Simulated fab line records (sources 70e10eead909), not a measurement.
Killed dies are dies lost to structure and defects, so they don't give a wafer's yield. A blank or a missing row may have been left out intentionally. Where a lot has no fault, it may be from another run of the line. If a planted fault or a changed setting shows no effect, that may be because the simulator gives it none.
Matching of chambers    flow nand_harc    NHARC_A_STAIRCASE_DESCUM_252 on rie_diel-12: 4 sister chambers
The step chemistry O2, time 3 s. 30 wafers are shown with their chamber, then 12 later ones without.

## EACH WAFER AND ITS CHAMBER
wafer   chamber  showerhead_plenum_p_Torr (Torr)  drypump_motor_current_A (A)  throttle_valve_pct (%)
L076.1  2        2.05                             5.6                          11.293
L076.5  2        2.05                             5.6                          11.313
L076.6  3        2.02                             5.2                          11.299
L075.1  0        1.86                             5.7                          11.291
L075.2  1        1.87                             6.0                          11.304
L075.4  3        2.02                             5.1                          11.312
L081.2  2        2.05                             5.6                          11.307
L081.3  3        2.02                             5.2                          11.310
L081.4  1        1.87                             6.0                          11.307
L080.1  1        1.87                             6.0                          11.325
L080.5  0        1.86                             5.7                          11.299
L080.6  3        2.02                             5.2                          11.324
L083.2  1        1.87                             6.0                          11.309
L083.3  3        2.02                             5.2                          11.313
L083.5  2        2.04                             5.6                          11.307
L087.1  2        2.04                             5.6                          11.306
L087.3  1        1.86                             6.0                          11.312
L087.5  0        1.86                             5.6                          11.309
L088.3  3        2.01                             5.2                          11.300
L088.5  2        2.04                             5.6                          11.319
L088.6  3        2.01                             5.2                          11.313
L089.1  0        1.86                             5.7                          11.302
L089.3  1        1.86                             6.0                          11.298
L089.6  3        2.01                             5.2                          11.301
L091.1  1        1.86                             6.0                          11.314
L091.3  0        1.85                             5.6                          11.310
L091.4  3        2.01                             5.2                          11.305
L090.1  2        2.04                             5.5                          11.328
L090.2  3        2.01                             5.2                          11.325
L090.6  3        2.01                             5.2                          11.311

SIGNATURES (means of the wafers above)
reading                   chamber 0  chamber 1  chamber 2  chamber 3  scatter within a chamber
showerhead_plenum_p_Torr  1.8580     1.8657     2.0443     2.0145     0.00517
drypump_motor_current_A   5.660      6.000      5.586      5.191      0.0338
throttle_valve_pct        11.30220   11.30986   11.31043   11.31027   0.00916
Rule: for a wafer and a chamber, the distance is found by dividing, reading by reading, the gap between the wafer's reading and the chamber's mean by the reading's scatter, squaring, summing and taking the root. If the next closest chamber is less than 2 further off than the closest, the wafer can't be placed; otherwise it belongs to the closest. The scatter: take each reading less its chamber's mean, square it, sum over the shown wafers, divide by the number of wafers less the number of chambers, and take the root.

## WAFERS WHOSE CHAMBER IS MISSING
wafer   showerhead_plenum_p_Torr (Torr)  drypump_motor_current_A (A)  throttle_valve_pct (%)
L095.1  2.03                             5.5                          11.317
L095.2  2.01                             5.3                          11.309
L095.4  1.85                             5.7                          11.320
L094.3  2.01                             5.2                          11.310
L094.4  1.86                             6.0                          11.315
L094.5  2.01                             5.2                          11.289
L097.1  1.85                             5.7                          11.325
L097.5  2.01                             5.1                          11.313
L097.6  1.85                             5.6                          11.330
L096.3  2.01                             5.2                          11.313
L096.5  2.01                             5.2                          11.310
L096.6  1.85                             5.6                          11.297

## WHICH CHAMBER EACH WENT THROUGH
wafer   from the rows above  in truth
L095.1  2                    2
L095.2  3                    3
L095.4  0                    0
L094.3  3                    3
L094.4  1                    1
L094.5  3                    3
L097.1  0                    0
L097.5  3                    3
L097.6  0                    0
L096.3  3                    3
L096.5  3                    3
L096.6  0                    0
Placed correctly: 12 of 12. Can't be placed from these rows: 0. Placed wrongly: 0.
